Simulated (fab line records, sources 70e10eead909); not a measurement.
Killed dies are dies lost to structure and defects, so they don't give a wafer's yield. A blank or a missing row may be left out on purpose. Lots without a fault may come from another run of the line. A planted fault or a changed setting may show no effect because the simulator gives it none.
3 desks looking at one fault -- flow nand_harc -- each desk has only its own numbers; what lay behind them comes last

THE METROLOGY DESK
What the gauges read for every lot (on any tool): the sampled wafers with a number, averaged. If a lot's mean is further than 4 standard deviations from the usual mean, the lot is out of limits and carries the mark OUT (the distance appears in the brackets).
Columns: A = overlay_x_nm at NHARC_A_CONTACT_OVL_MEAS_43, usual 0.1 nm; B = overlay_y_nm at NHARC_A_CONTACT_OVL_MEAS_43, usual 0.0 nm
lot,first seen here,A,B
L251,day 17 03:44,0.3,1.4
L252,day 17 03:54,0.6,0.1
L250,day 17 08:44,0.6,-0.8
L256,day 18 08:02,0.9,0.2
L255,day 18 21:04,-0.1,-0.3
L259,day 19 05:38,1.1,1.6
L262,day 19 16:10,-1.4,-1.0
L264,day 19 16:57,-0.9,0.9
L266,day 20 01:09,0.5,0.5
L263,day 20 04:15,-0.6,1.3
L267,day 20 20:46,0.9,0.4
L271,day 21 13:34,0.1,0.0
L269,day 21 19:28,0.5,-1.1
L270,day 21 21:25,-0.1,0.1
L272,day 22 05:35,-1.1,-0.4
This desk's verdict: no lot among the 15 shows anything out of limits.

DESK OF THE TOOL OWNER: litho_track-04
The tool's own readings at NHARC_A_CONTACT_SOFTBAKE_37 (time 55 s): means of the sampled wafers that have a number, for each lot that ran on this tool. If a lot's mean is further than 4 standard deviations from the usual mean, the lot is out of limits and carries the mark OUT (the distance appears in the brackets).
Columns: A = heater_power_total_W at NHARC_A_CONTACT_SOFTBAKE_37, usual 188.45 W
lot,first seen here,A
L256,day 18 07:00,188.51
L255,day 18 20:00,188.36
L259,day 19 05:00,192.07 (+28) OUT
L262,day 19 15:00,190.88 (+19) OUT
L264,day 19 16:00,195.79 (+56) OUT
Finding of this desk: L259, L262, L264 out of limits; the first was L259 at day 19 05:00, on heater_power_total_W at NHARC_A_CONTACT_SOFTBAKE_37. L256, L255 stayed within limits.

THE DEFECT DESK
Counts from the inspections along the route, per lot, as means over the sampled wafers that have a number. If a lot's mean is further than 4 standard deviations from the usual mean, the lot is out of limits and carries the mark OUT (the distance appears in the brackets).
Columns: A = raw_defect_count at NHARC_A_WL_FILL_INSPECT_15, usual 399
lot,first seen here,A
L251,day 17 00:02,336
L252,day 17 00:07,528
L250,day 17 04:23,332
L256,day 18 01:32,408
L255,day 18 17:13,358
L259,day 19 01:53,446
L262,day 19 11:35,467
L264,day 19 11:56,349
L266,day 19 21:34,403
L263,day 19 23:19,457
L267,day 20 12:10,479
L271,day 21 09:41,350
L269,day 21 14:01,283
L270,day 21 16:50,503
L272,day 22 00:39,658
This desk's verdict: no lot among the 15 shows anything out of limits.

PUT TOGETHER
The tool owner's desk could have raised an alarm at day 19 05:00, on L259, L262, L264.
At the metrology desk, nothing out of limits was observed.
Nothing out of limits was seen by the defect desk.
The metrology desk holds a record of L259, L262, L264, inside its limits.
The defect desk has L259, L262, L264 on record, within its limits.
NHARC_A_CONTACT_SOFTBAKE_37 was run on litho_track-04 by each of the lots named.

WHAT THE SIMULATOR PUT IN
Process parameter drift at NHARC_A_CONTACT_SOFTBAKE_37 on litho_track-04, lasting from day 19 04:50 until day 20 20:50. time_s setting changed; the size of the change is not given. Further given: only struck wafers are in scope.
Lots struck among those shown: L259, L262, L264.
Delay in hours, fault start to first out-of-limits reading, by desk: the tool owner's desk at 0.
